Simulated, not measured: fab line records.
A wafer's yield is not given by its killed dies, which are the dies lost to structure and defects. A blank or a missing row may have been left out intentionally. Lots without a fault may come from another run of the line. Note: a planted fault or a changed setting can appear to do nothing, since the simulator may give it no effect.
Chamber matching || flow nand-harc || NHARC_P_M2_ETCH_35 on rie-diel-06 has 4 sister chambers
The step etches the open film in N2/H2, target depth 40 nm, overetch 12 nm, time 43.94 s. 4 wafers are shown with their chamber, then 7 later ones without.

## EACH WAFER AND ITS CHAMBER
{"wafer": "L435.1", "chamber": 1, "rf-vpp-V (V)": 435.4}
{"wafer": "L439.6", "chamber": 3, "rf-vpp-V (V)": 427.4}
{"wafer": "L438.1", "chamber": 2, "rf-vpp-V (V)": 434.8}
{"wafer": "L438.4", "chamber": 0, "rf-vpp-V (V)": 431.5}

## WAFERS WITHOUT THEIR CHAMBER
{"wafer": "L438.6", "rf-vpp-V (V)": 426.8}
{"wafer": "L442.1", "rf-vpp-V (V)": 436.1}
{"wafer": "L442.2", "rf-vpp-V (V)": 426.9}
{"wafer": "L442.3", "rf-vpp-V (V)": 435.4}
{"wafer": "L446.3", "rf-vpp-V (V)": 435.0}
{"wafer": "L446.4", "rf-vpp-V (V)": 431.5}
{"wafer": "L446.6", "rf-vpp-V (V)": 430.4}

## WHICH CHAMBER EACH WENT THROUGH
{"wafer": "L438.6", "from the rows above": 3, "in truth": 3}
{"wafer": "L442.1", "from the rows above": "can't be placed: 1 or 2", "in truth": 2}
{"wafer": "L442.2", "from the rows above": 3, "in truth": 3}
{"wafer": "L442.3", "from the rows above": "can't be placed: 1 or 2", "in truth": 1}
{"wafer": "L446.3", "from the rows above": "can't be placed: 2 or 1", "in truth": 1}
{"wafer": "L446.4", "from the rows above": 0, "in truth": 0}
{"wafer": "L446.6", "from the rows above": 0, "in truth": 0}
Correct placement for 4 of the 7. Unplaceable from these rows: 3, with the true chamber sitting among the candidates in 3. Wrongly placed: 0.
How it was worked out, from the rows above alone: a wafer's distance from a chamber is the root of the sum, over the readings, of the square of ((its reading less the chamber's mean) divided by the reading's scatter). The wafer belongs to the nearest chamber; if the next one is less than 2 further off, it can't be placed. For every chamber, the mean is computed from those of its wafers that are shown. The scatter: with one shown wafer a chamber, the root of the mean of the squares of how far each hidden wafer lies from its nearest shown one.
